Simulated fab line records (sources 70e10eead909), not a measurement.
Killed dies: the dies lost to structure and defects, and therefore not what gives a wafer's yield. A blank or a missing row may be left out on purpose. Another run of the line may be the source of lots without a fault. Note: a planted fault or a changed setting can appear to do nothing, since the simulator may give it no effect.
Matching of chambers ; flow nand-harc ; rie-diel-13 running NHARC_P_ZERO_WELL_DESCUM_39: 4 sister chambers
The step chemistry O2, time 3 s. 14 wafers are shown with their chamber, then 7 later ones without.

== WAFERS, EACH WITH ITS CHAMBER ==
wafer;chamber;showerhead-plenum-p-Torr (Torr);drypump-motor-current-A (A);oes-product-au (a.u.)
L161.1;1;1.89;5.59;0.989
L161.2;2;1.99;5.36;1.022
L161.3;0;1.96;5.85;1.006
L162.2;1;1.90;5.64;1.003
L162.3;2;1.99;5.39;1.032
L162.4;0;1.96;5.80;1.000
L163.2;2;1.99;5.39;1.025
L163.5;0;1.96;5.85;1.012
L163.6;3;1.90;6.03;0.975
L164.1;3;1.90;6.02;0.976
L164.3;1;1.89;5.61;0.991
L164.4;0;1.96;5.88;1.000
L180.1;2;1.99;5.38;1.001
L180.3;3;1.90;6.03;1.003

SIGNATURES, as means of the wafers listed above
reading;chamber 0;chamber 1;chamber 2;chamber 3;scatter within a chamber
showerhead-plenum-p-Torr;1.9600;1.8933;1.9900;1.9000;0.00258
drypump-motor-current-A;5.8450;5.6133;5.3800;6.0267;0.0229
oes-product-au;1.00450;0.99433;1.02000;0.98467;0.0112
Rule: for each reading, subtract the chamber's mean from the wafer's reading, divide by that reading's scatter and square the result; add these up over the readings and take the root, which gives the wafer's distance from the chamber. If the next closest chamber is less than 2 further off than the closest, the wafer can't be placed; otherwise it belongs to the closest. The scatter is the square root of a quotient: the sum, over the shown wafers, of each reading's squared deviation from its chamber's mean, divided by wafers minus chambers.

== WAFERS WITHOUT THEIR CHAMBER ==
wafer;showerhead-plenum-p-Torr (Torr);drypump-motor-current-A (A);oes-product-au (a.u.)
L180.6;1.89;5.63;1.007
L181.2;1.99;5.38;0.991
L181.4;1.90;6.03;0.993
L181.5;1.99;5.37;0.990
L183.1;1.96;5.85;0.980
L183.2;1.99;5.37;0.986
L183.6;1.99;5.38;0.997

== EACH ONE'S CHAMBER ==
wafer;from the rows above;in truth
L180.6;1;1
L181.2;2;2
L181.4;3;3
L181.5;2;2
L183.1;0;0
L183.2;2;2
L183.6;2;2
Correctly placed: 7 of 7. Not placeable from these rows: 0. Wrongly placed: 0.
